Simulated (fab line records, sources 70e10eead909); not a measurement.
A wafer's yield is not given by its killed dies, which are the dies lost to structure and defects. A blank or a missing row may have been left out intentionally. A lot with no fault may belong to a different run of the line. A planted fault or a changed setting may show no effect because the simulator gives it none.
The tool behind it: which one? :: flow nandHarc :: Sampling: 12 lots, 34 wafers, 5 of 1302 route steps

## WHAT THE GAUGES SHOWED, per wafer
NHARC_END_SORT_01. Usual: killedAtArray 55, standard deviation 20; killedAtOther 1.1, standard deviation 1.2; killedAtPeriphery 3.8, standard deviation 2.8; killedDies 60, standard deviation 19; killedOpen 3.4, standard deviation 1.9; killedShort 2.2, standard deviation 1.5.
lot: L166
measured: day 30 09:19
on: prober-02
killedAtArray: 79 677
killedAtOther: 0 0
killedAtPeriphery: 4 0
killedDies: 83 677
killedOpen: 4 1
killedShort: 2 2
flag: OFF

lot: L170
measured: day 32 01:16
on: prober-02
killedAtArray: 61 671 46
killedAtOther: 0 0 1
killedAtPeriphery: 6 6 3
killedDies: 67 677 50
killedOpen: 6 6 2
killedShort: 2 1 2
flag: OFF

lot: L169
measured: day 32 15:43
on: prober-01
killedAtArray: 46 674
killedAtOther: 2 1
killedAtPeriphery: 2 2
killedDies: 50 677
killedOpen: 3 5
killedShort: 3 2
flag: OFF

## WHICH TOOL RAN EACH LOT (tool, then ch and the chambers of the sampled wafers, then the start)
lot: L151
NHARC_A_STAIRCASE_ETCH_170: rieDiel-06 ch 0,1,3, day 15 03:38 or earlier
NHARC_A_STAIRCASE_DESCUM_11: rieDiel-12 ch 0,1,3, day 15 03:38
NHARC_A_STAIRCASE_TRIM_14: rieDiel-12 ch 0,1,2, day 15 05:11 or earlier
NHARC_A_STAIRCASE_ETCH_23: rieDiel-12 ch 0,1,2, day 15 05:11

lot: L152
NHARC_A_STAIRCASE_ETCH_170: rieDiel-06 ch 0,3, day 15 22:40 or earlier
NHARC_A_STAIRCASE_DESCUM_11: rieDiel-12 ch 0,1,2, day 15 22:40
NHARC_A_STAIRCASE_TRIM_14: rieDiel-12 ch 0,2,3, day 16 00:19 or earlier
NHARC_A_STAIRCASE_ETCH_23: rieDiel-12 ch 0,1,2, day 16 00:19

lot: L154
NHARC_A_STAIRCASE_ETCH_170: rieDiel-12 ch 0,1, day 16 18:38 or earlier
NHARC_A_STAIRCASE_DESCUM_11: rieDiel-01 ch 0,1,2, day 16 18:38
NHARC_A_STAIRCASE_TRIM_14: rieDiel-01 ch 1,2, day 16 20:26 or earlier
NHARC_A_STAIRCASE_ETCH_23: rieDiel-01 ch 0,1, day 16 20:26

lot: L155
NHARC_A_STAIRCASE_ETCH_170: rieDiel-06 ch 0,2,3, day 17 06:37 or earlier
NHARC_A_STAIRCASE_DESCUM_11: rieDiel-01 ch 0,1,2, day 17 06:37
NHARC_A_STAIRCASE_TRIM_14: rieDiel-01 ch 0,2,3, day 17 08:11 or earlier
NHARC_A_STAIRCASE_ETCH_23: rieDiel-06 ch 1,2,3, day 17 08:11

lot: L157
NHARC_A_STAIRCASE_ETCH_170: rieDiel-06 ch 0,3, day 18 08:32 or earlier
NHARC_A_STAIRCASE_DESCUM_11: rieDiel-01 ch 1,3, day 18 08:32
NHARC_A_STAIRCASE_TRIM_14: rieDiel-01 ch 0,2,3, day 18 10:04 or earlier
NHARC_A_STAIRCASE_ETCH_23: rieDiel-06 ch 2,3, day 18 10:04

lot: L162
NHARC_A_STAIRCASE_ETCH_170: rieDiel-12 ch 0,1,2, day 20 00:22 or earlier
NHARC_A_STAIRCASE_DESCUM_11: rieDiel-12 ch 0,1,3, day 20 00:22
NHARC_A_STAIRCASE_TRIM_14: rieDiel-12 ch 1,2,3, day 20 02:04 or earlier
NHARC_A_STAIRCASE_ETCH_23: rieDiel-06 ch 0,1,3, day 20 02:04

lot: L164
NHARC_A_STAIRCASE_ETCH_170: rieDiel-01 ch 0,2,3, day 21 22:13 or earlier
NHARC_A_STAIRCASE_DESCUM_11: rieDiel-01 ch 1,2,3, day 21 22:13
NHARC_A_STAIRCASE_TRIM_14: rieDiel-01 ch 0,1,3, day 21 23:45 or earlier
NHARC_A_STAIRCASE_ETCH_23: rieDiel-01 ch 0,2,3, day 21 23:45

lot: L165
NHARC_A_STAIRCASE_ETCH_170: rieDiel-01 ch 0,3, day 21 22:23 or earlier
NHARC_A_STAIRCASE_DESCUM_11: rieDiel-12 ch 0,1,3, day 21 22:23
NHARC_A_STAIRCASE_TRIM_14: rieDiel-12 ch 0,1,2, day 22 00:20 or earlier
NHARC_A_STAIRCASE_ETCH_23: rieDiel-12 ch 1,2, day 22 00:20

lot: L166
NHARC_A_STAIRCASE_ETCH_170: rieDiel-01 ch 0,3, day 22 02:33 or earlier
NHARC_A_STAIRCASE_DESCUM_11: rieDiel-12 ch 1, day 22 02:33
NHARC_A_STAIRCASE_TRIM_14: rieDiel-12 ch 0,1, day 22 04:21 or earlier
NHARC_A_STAIRCASE_ETCH_23: rieDiel-06 ch 1,2, day 22 04:21

lot: L170
NHARC_A_STAIRCASE_ETCH_170: rieDiel-06 ch 0,2,3, day 23 03:07 or earlier
NHARC_A_STAIRCASE_DESCUM_11: rieDiel-12 ch 0,1,2, day 23 03:07
NHARC_A_STAIRCASE_TRIM_14: rieDiel-12 ch 0,1,2, day 23 06:25 or earlier
NHARC_A_STAIRCASE_ETCH_23: rieDiel-06 ch 0,2,3, day 23 06:25

lot: L169
NHARC_A_STAIRCASE_ETCH_170: rieDiel-12 ch 0,2, day 23 03:21 or earlier
NHARC_A_STAIRCASE_DESCUM_11: rieDiel-12 ch 0,1, day 23 03:21
NHARC_A_STAIRCASE_TRIM_14: rieDiel-12 ch 0,1, day 23 06:37 or earlier
NHARC_A_STAIRCASE_ETCH_23: rieDiel-06 ch 2,3, day 23 06:37

lot: L174
NHARC_A_STAIRCASE_ETCH_170: rieDiel-06 ch 0,1,2, day 24 21:26 or earlier
NHARC_A_STAIRCASE_DESCUM_11: rieDiel-12 ch 1,2, day 24 21:26
NHARC_A_STAIRCASE_TRIM_14: rieDiel-12 ch 1,3, day 24 22:59 or earlier
NHARC_A_STAIRCASE_ETCH_23: rieDiel-12 ch 0,2, day 24 22:59
- NHARC_A_STAIRCASE_ETCH_170: etches the open film in C4F6/O2, target depth 200 nm, time 66.667 s.
- NHARC_A_STAIRCASE_DESCUM_11: chemistry O2, time 3 s.
- NHARC_A_STAIRCASE_TRIM_14: chemistry O2, time 211.2 s.
- NHARC_A_STAIRCASE_ETCH_23: etches the open film in C4F8/O2, target depth 100 nm, time 40.5 s.

## AS READ BY THE TOOLS THEMSELVES (means over the sampled wafers that have a number; for cases with no such wafer, the mark the record gives instead)
NHARC_A_STAIRCASE_ETCH_170. Usual: c4f6FlowSccm 25.00 sccm (standard deviation 0.081); drypumpMotorCurrentA 5.8 A (standard deviation 0.32); oesProductAu 0.980 a.u. (standard deviation 0.014); rfVppV 547 V (standard deviation 4); runLengthS 87.9 s (standard deviation 0.42); showerheadPlenumPTorr 3.94 Torr (standard deviation 0.19); throttleValvePct 26.904 % (standard deviation 0.0092).
lot: L151
tool: rieDiel-06
c4f6FlowSccm (sccm): 25.02
drypumpMotorCurrentA (A): 5.7
oesProductAu (a.u.): 0.973
rfVppV (V): 546
runLengthS (s): 87.8
showerheadPlenumPTorr (Torr): 3.85
throttleValvePct (%): 26.909
flag: 

lot: L152
tool: rieDiel-06
c4f6FlowSccm (sccm): 24.96
drypumpMotorCurrentA (A): 5.8
oesProductAu (a.u.): 0.976
rfVppV (V): 544
runLengthS (s): 87.5
showerheadPlenumPTorr (Torr): 3.81
throttleValvePct (%): 26.899
flag: 

lot: L154
tool: rieDiel-12
c4f6FlowSccm (sccm): 24.96
drypumpMotorCurrentA (A): 5.8
oesProductAu (a.u.): 0.956
rfVppV (V): 551
runLengthS (s): 88.2
showerheadPlenumPTorr (Torr): 4.10
throttleValvePct (%): 26.893
flag: 

lot: L155
tool: rieDiel-06
c4f6FlowSccm (sccm): 25.01
drypumpMotorCurrentA (A): 5.5
oesProductAu (a.u.): 0.984
rfVppV (V): 546
runLengthS (s): 87.4
showerheadPlenumPTorr (Torr): 3.92
throttleValvePct (%): 26.896
flag: 

lot: L157
tool: rieDiel-06
c4f6FlowSccm (sccm): 25.01
drypumpMotorCurrentA (A): 5.7
oesProductAu (a.u.): 0.983
rfVppV (V): 544
runLengthS (s): 87.4
showerheadPlenumPTorr (Torr): 3.79
throttleValvePct (%): 26.905
flag: 

lot: L162
tool: rieDiel-12
c4f6FlowSccm (sccm): 24.96
drypumpMotorCurrentA (A): 6.0
oesProductAu (a.u.): 0.980
rfVppV (V): 548
runLengthS (s): 88.2
showerheadPlenumPTorr (Torr): 4.00
throttleValvePct (%): 26.911
flag: 

lot: L164
tool: rieDiel-01
c4f6FlowSccm (sccm): 25.02
drypumpMotorCurrentA (A): 5.6
oesProductAu (a.u.): 0.980
rfVppV (V): 546
runLengthS (s): 87.8
showerheadPlenumPTorr (Torr): 3.92
throttleValvePct (%): 26.900
flag: 

lot: L165
tool: rieDiel-01
c4f6FlowSccm (sccm): 24.96
drypumpMotorCurrentA (A): 5.7
oesProductAu (a.u.): 0.993
rfVppV (V): 550
runLengthS (s): 87.5
showerheadPlenumPTorr (Torr): 4.09
throttleValvePct (%): 26.901
flag: 

lot: L166
tool: rieDiel-01
c4f6FlowSccm (sccm): 25.00
drypumpMotorCurrentA (A): 5.6
oesProductAu (a.u.): 0.974
rfVppV (V): 550
runLengthS (s): 87.7
showerheadPlenumPTorr (Torr): 4.05
throttleValvePct (%): 26.896
flag: 

lot: L170
tool: rieDiel-06
c4f6FlowSccm (sccm): 24.98
drypumpMotorCurrentA (A): 5.5
oesProductAu (a.u.): 0.975
rfVppV (V): 547
runLengthS (s): 87.6
showerheadPlenumPTorr (Torr): 3.90
throttleValvePct (%): 26.904
flag: 

lot: L169
tool: rieDiel-12
c4f6FlowSccm (sccm): 25.12
drypumpMotorCurrentA (A): 6.1
oesProductAu (a.u.): 0.972
rfVppV (V): 549
runLengthS (s): 88.3
showerheadPlenumPTorr (Torr): 3.96
throttleValvePct (%): 26.901
flag: 

lot: L174
tool: rieDiel-06
c4f6FlowSccm (sccm): 25.00
drypumpMotorCurrentA (A): 5.4
oesProductAu (a.u.): 0.988
rfVppV (V): 548
runLengthS (s): 87.7
showerheadPlenumPTorr (Torr): 3.93
throttleValvePct (%): 26.914
flag: 

NHARC_A_STAIRCASE_DESCUM_11. Usual: drypumpMotorCurrentA 5.8 A, standard deviation 0.32; oesProductAu 1.004 a.u., standard deviation 0.012; rfVppV 57.8 V, standard deviation 0.95; showerheadPlenumPTorr 1.91 Torr, standard deviation 0.11; throttleValvePct 11.312 %, standard deviation 0.0086.
lot: L151
tool: rieDiel-12
drypumpMotorCurrentA (A): 5.8
oesProductAu (a.u.): 0.989
rfVppV (V): 57.9
showerheadPlenumPTorr (Torr): 1.94
throttleValvePct (%): 11.314
flag: 

lot: L152
tool: rieDiel-12
drypumpMotorCurrentA (A): 6.0
oesProductAu (a.u.): 0.997
rfVppV (V): 58.8
showerheadPlenumPTorr (Torr): 1.97
throttleValvePct (%): 11.319
flag: 

lot: L154
tool: rieDiel-01
drypumpMotorCurrentA (A): 5.8
oesProductAu (a.u.): 1.000
rfVppV (V): 58.0
showerheadPlenumPTorr (Torr): 1.84
throttleValvePct (%): 11.311
flag: 

lot: L155
tool: rieDiel-01
drypumpMotorCurrentA (A): 5.8
oesProductAu (a.u.): 1.007
rfVppV (V): 57.8
showerheadPlenumPTorr (Torr): 1.84
throttleValvePct (%): 11.307
flag: 

lot: L157
tool: rieDiel-01
drypumpMotorCurrentA (A): 6.2
oesProductAu (a.u.): 1.004
rfVppV (V): 58.2
showerheadPlenumPTorr (Torr): 1.89
throttleValvePct (%): 11.324
flag: 

lot: L162
tool: rieDiel-12
drypumpMotorCurrentA (A): 5.8
oesProductAu (a.u.): 0.997
rfVppV (V): 59.0
showerheadPlenumPTorr (Torr): 2.04
throttleValvePct (%): 11.312
flag: 

lot: L164
tool: rieDiel-01
drypumpMotorCurrentA (A): 6.0
oesProductAu (a.u.): 1.009
rfVppV (V): 57.3
showerheadPlenumPTorr (Torr): 1.87
throttleValvePct (%): 11.317
flag: 

lot: L165
tool: rieDiel-12
drypumpMotorCurrentA (A): 5.8
oesProductAu (a.u.): 1.005
rfVppV (V): 58.4
showerheadPlenumPTorr (Torr): 2.03
throttleValvePct (%): 11.307
flag: 

lot: L166
tool: rieDiel-12
drypumpMotorCurrentA (A): 5.8
oesProductAu (a.u.): 0.988
rfVppV (V): 57.4
showerheadPlenumPTorr (Torr): 1.97
throttleValvePct (%): 11.310
flag: 

lot: L170
tool: rieDiel-12
drypumpMotorCurrentA (A): 6.0
oesProductAu (a.u.): 1.004
rfVppV (V): 58.6
showerheadPlenumPTorr (Torr): 1.95
throttleValvePct (%): 11.309
flag: 

lot: L169
tool: rieDiel-12
drypumpMotorCurrentA (A): 5.8
oesProductAu (a.u.): 0.986
rfVppV (V): 57.1
showerheadPlenumPTorr (Torr): 2.01
throttleValvePct (%): 11.296
flag: 

lot: L174
tool: rieDiel-12
drypumpMotorCurrentA (A): 6.1
oesProductAu (a.u.): 1.003
rfVppV (V): 57.7
showerheadPlenumPTorr (Torr): 1.86
throttleValvePct (%): 11.307
flag: 

NHARC_A_STAIRCASE_TRIM_14. Usual: drypumpMotorCurrentA 5.8 A, standard deviation 0.33; oesProductAu 1.002 a.u., standard deviation 0.012; rfVppV 57.8 V, standard deviation 0.85; showerheadPlenumPTorr 3.53 Torr, standard deviation 0.19; throttleValvePct 17.036 %, standard deviation 0.0093.
lot: L151
tool: rieDiel-12
drypumpMotorCurrentA (A): 6.0
oesProductAu (a.u.): 0.989
rfVppV (V): 58.2
showerheadPlenumPTorr (Torr): 3.62
throttleValvePct (%): 17.038
flag: 

lot: L152
tool: rieDiel-12
drypumpMotorCurrentA (A): 6.0
oesProductAu (a.u.): 1.003
rfVppV (V): 57.3
showerheadPlenumPTorr (Torr): 3.49
throttleValvePct (%): 17.033
flag: 

lot: L154
tool: rieDiel-01
drypumpMotorCurrentA (A): 6.2
oesProductAu (a.u.): 1.006
rfVppV (V): 57.4
showerheadPlenumPTorr (Torr): 3.33
throttleValvePct (%): 17.042
flag: 

lot: L155
tool: rieDiel-01
drypumpMotorCurrentA (A): 5.6
oesProductAu (a.u.): 1.006
rfVppV (V): 57.8
showerheadPlenumPTorr (Torr): 3.54
throttleValvePct (%): 17.034
flag: 

lot: L157
tool: rieDiel-01
drypumpMotorCurrentA (A): 5.6
oesProductAu (a.u.): 1.009
rfVppV (V): 58.5
showerheadPlenumPTorr (Torr): 3.54
throttleValvePct (%): 17.036
flag: 

lot: L162
tool: rieDiel-12
drypumpMotorCurrentA (A): 5.9
oesProductAu (a.u.): 1.005
rfVppV (V): 58.0
showerheadPlenumPTorr (Torr): 3.61
throttleValvePct (%): 17.041
flag: 

lot: L164
tool: rieDiel-01
drypumpMotorCurrentA (A): 5.9
oesProductAu (a.u.): 1.001
rfVppV (V): 57.1
showerheadPlenumPTorr (Torr): 3.54
throttleValvePct (%): 17.040
flag: 

lot: L165
tool: rieDiel-12
drypumpMotorCurrentA (A): 6.0
oesProductAu (a.u.): 1.005
rfVppV (V): 57.8
showerheadPlenumPTorr (Torr): 3.59
throttleValvePct (%): 17.041
flag: 

lot: L166
tool: rieDiel-12
drypumpMotorCurrentA (A): 5.8
oesProductAu (a.u.): 0.990
rfVppV (V): 57.8
showerheadPlenumPTorr (Torr): 3.69
throttleValvePct (%): 17.026
flag: 

lot: L170
tool: rieDiel-12
drypumpMotorCurrentA (A): 6.0
oesProductAu (a.u.): 1.001
rfVppV (V): 57.4
showerheadPlenumPTorr (Torr): 3.58
throttleValvePct (%): 17.034
flag: 

lot: L169
tool: rieDiel-12
drypumpMotorCurrentA (A): 5.8
oesProductAu (a.u.): 0.988
rfVppV (V): 58.4
showerheadPlenumPTorr (Torr): 3.69
throttleValvePct (%): 17.049
flag: 

lot: L174
tool: rieDiel-12
drypumpMotorCurrentA (A): 5.8
oesProductAu (a.u.): 1.004
rfVppV (V): 58.4
showerheadPlenumPTorr (Torr): 3.73
throttleValvePct (%): 17.040
flag: 

NHARC_A_STAIRCASE_ETCH_23. Usual: oesProductAu 0.950 a.u., standard deviation 0.015; rfVppV 896 V, standard deviation 6.7; runLengthS 61.7 s, standard deviation 0.41.
lot: L151
tool: rieDiel-12
oesProductAu (a.u.): 0.940
rfVppV (V): 900
runLengthS (s): 62.2
flag: 

lot: L152
tool: rieDiel-12
oesProductAu (a.u.): 0.935
rfVppV (V): 898
runLengthS (s): 62.0
flag: 

lot: L154
tool: rieDiel-01
oesProductAu (a.u.): 0.937
rfVppV (V): 892
runLengthS (s): 61.9
flag: 

lot: L155
tool: rieDiel-06
oesProductAu (a.u.): 0.940
rfVppV (V): 898
runLengthS (s): 61.6
flag: 

lot: L157
tool: rieDiel-06
oesProductAu (a.u.): 0.955
rfVppV (V): 898
runLengthS (s): 61.4
flag: 

lot: L162
tool: rieDiel-06
oesProductAu (a.u.): 0.963
rfVppV (V): 892
runLengthS (s): 61.5
flag: 

lot: L164
tool: rieDiel-01
oesProductAu (a.u.): 0.964
rfVppV (V): 895
runLengthS (s): 61.4
flag: 

lot: L165
tool: rieDiel-12
oesProductAu (a.u.): 0.943
rfVppV (V): 893
runLengthS (s): 62.1
flag: 

lot: L166
tool: rieDiel-06
oesProductAu (a.u.): 0.942
rfVppV (V): 900
runLengthS (s): 49.2
flag: OFF

lot: L170
tool: rieDiel-06
oesProductAu (a.u.): 0.955
rfVppV (V): 895
runLengthS (s): 53.2
flag: OFF

lot: L169
tool: rieDiel-06
oesProductAu (a.u.): 0.945
rfVppV (V): 898
runLengthS (s): 48.5
flag: OFF

lot: L174
tool: rieDiel-12
oesProductAu (a.u.): 0.940
rfVppV (V): 899
runLengthS (s): 62.0
flag: 

## THE ANSWER, worked out from the rows above alone
Rule: lot off if the mean of its wafers having a number is beyond 3 standard deviations from the usual mean. A lot without any number at a reading at which 4 lots or more have one is off too. Where the step has rows for the other lots, those lots are counted as sound. First the gauges in route order, then the tools' own readings, where a lot's mean is used as printed above. The first step at which some lot is off is used, and at that step the reading that is off furthest; a lot without a number counts as furthest.
Off: L166, L170, L169 (NHARC_END_SORT_01, killedDies). Neither off nor sound, because the step has no rows for them: L151, L152, L154, L155, L157, L162, L164, L165, L174.
If a tool, at a process step before that reading, ran all the lots that are off and no sound lot after the first of them, it fits. Not tried: the gauges at NHARC_END_SORT_01; whatever is off there is also off at NHARC_A_STAIRCASE_ETCH_23, on other tools, and gauge error can't account for it. NHARC_A_STAIRCASE_ETCH_170 gives no start for some lots, so the hours and the order of its lots are those of NHARC_A_STAIRCASE_DESCUM_11. NHARC_A_STAIRCASE_TRIM_14 gives no start for some lots, so the hours and the order of its lots are those of NHARC_A_STAIRCASE_ETCH_23. Can't be told from this: 2 tools fit, rieDiel-12 at NHARC_A_STAIRCASE_DESCUM_11 and NHARC_A_STAIRCASE_TRIM_14, rieDiel-06 at NHARC_A_STAIRCASE_ETCH_23.

## WHAT WAS PUT IN BY THE SIMULATOR
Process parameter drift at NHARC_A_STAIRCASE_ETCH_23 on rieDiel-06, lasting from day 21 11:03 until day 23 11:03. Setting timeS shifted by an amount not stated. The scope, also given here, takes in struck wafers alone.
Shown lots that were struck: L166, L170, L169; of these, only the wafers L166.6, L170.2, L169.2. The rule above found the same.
